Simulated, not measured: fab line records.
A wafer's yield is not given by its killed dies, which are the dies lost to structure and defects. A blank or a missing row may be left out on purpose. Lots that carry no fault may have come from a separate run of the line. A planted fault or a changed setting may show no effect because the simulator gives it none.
Matching of chambers / flow nand_harc / ald_hk-01 running NHARC_A_WL_FILL_ALD_10: 4 sister chambers
The step deposits SiO2, target thk 50 nm, pulse time 10 s, ald cycles 500. 16 wafers are shown with their chamber, then 8 later ones without.

== WAFERS WITH THEIR CHAMBER ==
wafer=L074.1; chamber=0; heater_power_w (W)=392; precursor_pulse_height_rel=0.968
wafer=L074.2; chamber=1; heater_power_w (W)=521; precursor_pulse_height_rel=0.992
wafer=L074.4; chamber=3; heater_power_w (W)=573; precursor_pulse_height_rel=0.993
wafer=L076.1; chamber=3; heater_power_w (W)=591; precursor_pulse_height_rel=1.026
wafer=L076.4; chamber=2; heater_power_w (W)=454; precursor_pulse_height_rel=1.021
wafer=L076.6; chamber=0; heater_power_w (W)=394; precursor_pulse_height_rel=1.031
wafer=L080.4; chamber=0; heater_power_w (W)=389; precursor_pulse_height_rel=0.970
wafer=L080.3; chamber=2; heater_power_w (W)=461; precursor_pulse_height_rel=1.019
wafer=L080.6; chamber=3; heater_power_w (W)=596; precursor_pulse_height_rel=1.005
wafer=L084.4; chamber=2; heater_power_w (W)=460; precursor_pulse_height_rel=1.012
wafer=L084.1; chamber=1; heater_power_w (W)=525; precursor_pulse_height_rel=0.988
wafer=L084.5; chamber=3; heater_power_w (W)=569; precursor_pulse_height_rel=1.005
wafer=L090.1; chamber=1; heater_power_w (W)=515; precursor_pulse_height_rel=0.985
wafer=L090.2; chamber=2; heater_power_w (W)=451; precursor_pulse_height_rel=1.010
wafer=L090.5; chamber=3; heater_power_w (W)=573; precursor_pulse_height_rel=1.004
wafer=L091.3; chamber=1; heater_power_w (W)=504; precursor_pulse_height_rel=0.997

SIGNATURES (averages over the wafers above)
reading=heater_power_w; chamber 0=391.67; chamber 1=516.25; chamber 2=456.50; chamber 3=580.40; scatter within a chamber=8.79
reading=precursor_pulse_height_rel; chamber 0=0.98967; chamber 1=0.99050; chamber 2=1.01550; chamber 3=1.00660; scatter within a chamber=0.0166
Rule: for a wafer and a chamber, the distance is found by dividing, reading by reading, the gap between the wafer's reading and the chamber's mean by the reading's scatter, squaring, summing and taking the root. If the next closest chamber is less than 2 further off than the closest, the wafer can't be placed; otherwise it belongs to the closest. How the scatter is found: for the shown wafers, subtract from each reading the mean of its chamber, square and add these, divide the total by (wafers less chambers), then take the root.

== WAFERS WITHOUT THEIR CHAMBER ==
wafer=L091.4; heater_power_w (W)=368; precursor_pulse_height_rel=1.045
wafer=L091.5; heater_power_w (W)=507; precursor_pulse_height_rel=1.004
wafer=L094.4; heater_power_w (W)=458; precursor_pulse_height_rel=1.009
wafer=L094.1; heater_power_w (W)=567; precursor_pulse_height_rel=1.009
wafer=L094.2; heater_power_w (W)=515; precursor_pulse_height_rel=0.994
wafer=L094.3; heater_power_w (W)=381; precursor_pulse_height_rel=0.991
wafer=L094.5; heater_power_w (W)=573; precursor_pulse_height_rel=1.007
wafer=L094.6; heater_power_w (W)=452; precursor_pulse_height_rel=0.972

== WHICH CHAMBER EACH WENT THROUGH ==
wafer=L091.4; from the rows above=0; in truth=0
wafer=L091.5; from the rows above=1; in truth=1
wafer=L094.4; from the rows above=2; in truth=2
wafer=L094.1; from the rows above=3; in truth=3
wafer=L094.2; from the rows above=1; in truth=1
wafer=L094.3; from the rows above=0; in truth=0
wafer=L094.5; from the rows above=3; in truth=3
wafer=L094.6; from the rows above=2; in truth=2
Correctly placed: 8 of 8. Not placeable from these rows: 0. 0 placed wrongly.
